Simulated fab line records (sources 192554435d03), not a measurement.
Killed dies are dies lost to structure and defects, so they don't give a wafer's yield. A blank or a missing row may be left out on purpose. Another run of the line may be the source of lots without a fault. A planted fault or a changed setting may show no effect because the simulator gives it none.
Chamber matching    flow n5_finfet    rie_diel-02 running N5_FIN_SAQP_ETCH_69: 4 sister chambers
The step etches SOC in N2/H2, stops on SiNx, target depth 150 nm. 8 wafers are shown with their chamber, then 8 later ones without.

## EACH WAFER AND ITS CHAMBER
wafer   chamber  drypump_motor_current_A (A)  throttle_valve_pct (%)
L079.1  2        5.8                          18.08
L079.4  1        6.3                          17.56
L086.3  2        5.8                          18.10
L086.4  3        6.2                          17.94
L086.6  1        6.4                          17.56
L092.2  3        6.1                          17.98
L092.5  0        5.6                          17.78
L093.1  0        5.5                          17.75

## WAFERS WITHOUT THEIR CHAMBER
wafer   drypump_motor_current_A (A)  throttle_valve_pct (%)
L093.3  5.8                          17.72
L093.4  6.4                          17.60
L094.2  5.6                          17.75
L094.3  5.8                          17.73
L094.6  6.3                          17.61
L096.1  5.5                          17.79
L096.4  5.5                          17.75
L096.5  5.8                          17.73

## WHICH CHAMBER EACH WENT THROUGH
wafer    from the rows above   in truth
L093.3   0                     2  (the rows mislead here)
L093.4   1                     1
L094.2   0                     0
L094.3   0                     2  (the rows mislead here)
L094.6   1                     1
L096.1   0                     0
L096.4   0                     0
L096.5   0                     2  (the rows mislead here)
5 of 8 placed correctly. Can't be placed from these rows: 0. Number placed wrongly: 3.
How it was worked out, from the rows above alone: a wafer's distance from a chamber is the root of the sum, over the readings, of the square of ((its reading less the chamber's mean) divided by the reading's scatter). The wafer belongs to the nearest chamber; if the next one is less than 2 further off, it can't be placed. Each chamber's mean is taken over the wafers shown for it. The scatter: take each reading less its chamber's mean, square it, sum over the shown wafers, divide by the number of wafers less the number of chambers, and take the root.
